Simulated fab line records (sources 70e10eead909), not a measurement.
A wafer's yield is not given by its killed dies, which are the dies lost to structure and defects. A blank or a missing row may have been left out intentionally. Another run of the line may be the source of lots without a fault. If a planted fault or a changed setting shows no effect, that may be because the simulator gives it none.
A struck lot beside a sound one    flow nand-harc    14 out of 1159 route steps
Sound: wafers L543.1, L543.3, L543.5. Wafers L553.5, L553.6 were the ones struck. The cause is given at the end.
Per side, at each step with rows, come the tool, then ch with its chambers, and then its first start. Under that, the readings that differ: sound wafers    struck wafers    difference of the means    sigmas: that difference in standard deviations of wafers without a fault.
alike: a reading whose means differ by less than 2 such deviations, as well as words and numbers matching on both sides. not compared: withheld readings; readings where some wafer has no value; bounds like >300 that might hide an equal value; numbers whose values overlap and for which the record gives no deviation.
A row with sigmas, a row that says differs or no value, or rows on one side alone: a step with any of these is where the two part. Numbers that have no deviation but don't overlap get no sigmas and don't part them. A reading that every wafer of one side lacks parts them only if that side has two wafers or more.

NHARC_A_SGD_CUT_THK_MEAS_22: measures by ellipsometry.
  sound: film-metro-02 at day 14 04:02; struck: film-metro-01 at day 17 18:21
  alike: thk-nm
then, 2 steps without rows for these wafers: NHARC_A_SGD_CUT_SRD_23; NHARC_A_SGD_CUT_ETCH_26 (etches SiO2 in dHF, target depth 45.8 nm).
NHARC_A_SGD_CUT_ETCHBACK_24: etches the open film in CH3F/O2, target depth 50 nm, time 92.857 s.
  sound on rie-diel-08 ch 0,1,3, day 14 04:17; struck on rie-diel-05 ch 2,3, day 17 18:38
  alike: drypump-motor-current-A, oes-product-au, rf-vpp-V, showerhead-plenum-p-Torr, throttle-valve-pct
  not compared: rf-hours-counter-h
NHARC_A_SGD_CUT_STRIP_28: strips in O2, time 20 s.
  sound: rie-diel-08 ch 0,1,3; struck: rie-diel-05 ch 0,1
  alike: drypump-motor-current-A, oes-product-au, rf-vpp-V, showerhead-plenum-p-Torr, throttle-valve-pct
  not compared: rf-hours-counter-h
NHARC_A_SGD_CUT_INSPECT_25:
  sound: defect-inspect-02 at day 14 04:30; struck: defect-inspect-01 at day 17 18:49
  alike: raw-defect-count
NHARC_A_SLIT_DEP_25: deposits SiO2, target thk 200 nm.
  sound on pecvd-02 ch 1,2, day 14 04:34; struck on pecvd-01 ch 0,2, day 17 19:00
  alike: heater-power-w, throttle-valve-pct
NHARC_A_SLIT_DEP_00: deposits aC, target thk 3200 nm.
  sound on acl-dep-01 ch 0, day 14 04:55; struck on acl-dep-03 ch 0, day 17 20:32
  alike: throttle-valve-pct
NHARC_A_SLIT_DEP_23: deposits SiON, target thk 100 nm.
  sound on pecvd-03 ch 1,2, day 14 06:52; struck on pecvd-03 ch 0,1, day 17 21:20
  alike: heater-power-w
then, 3 steps without rows for these wafers: NHARC_A_SLIT_DEHYDRATE_01 (time 120 s); NHARC_A_SLIT_HMDS_02 (time 30 s); NHARC_A_SLIT_COAT_03 (resist thk 90 nm).
NHARC_A_SLIT_SOFTBAKE_04: time 55 s.
  sound on litho-track-06 ch 0, day 14 07:00; struck on litho-track-01 ch 0, day 17 21:00
reading                   sound                 struck         difference  sigmas
heater-power-total-W (W)  188.69 188.65 188.34  193.05 193.10  +4.51       +28
then, 1 step without rows for these wafers: NHARC_A_SLIT_EBR_05.

WHERE THEY PART
Only at NHARC_A_SLIT_SOFTBAKE_04, within this record.

WHY: the cause the simulator had injected
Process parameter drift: litho-track-01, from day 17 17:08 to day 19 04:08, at NHARC_A_SLIT_SOFTBAKE_04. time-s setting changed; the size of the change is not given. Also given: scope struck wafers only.
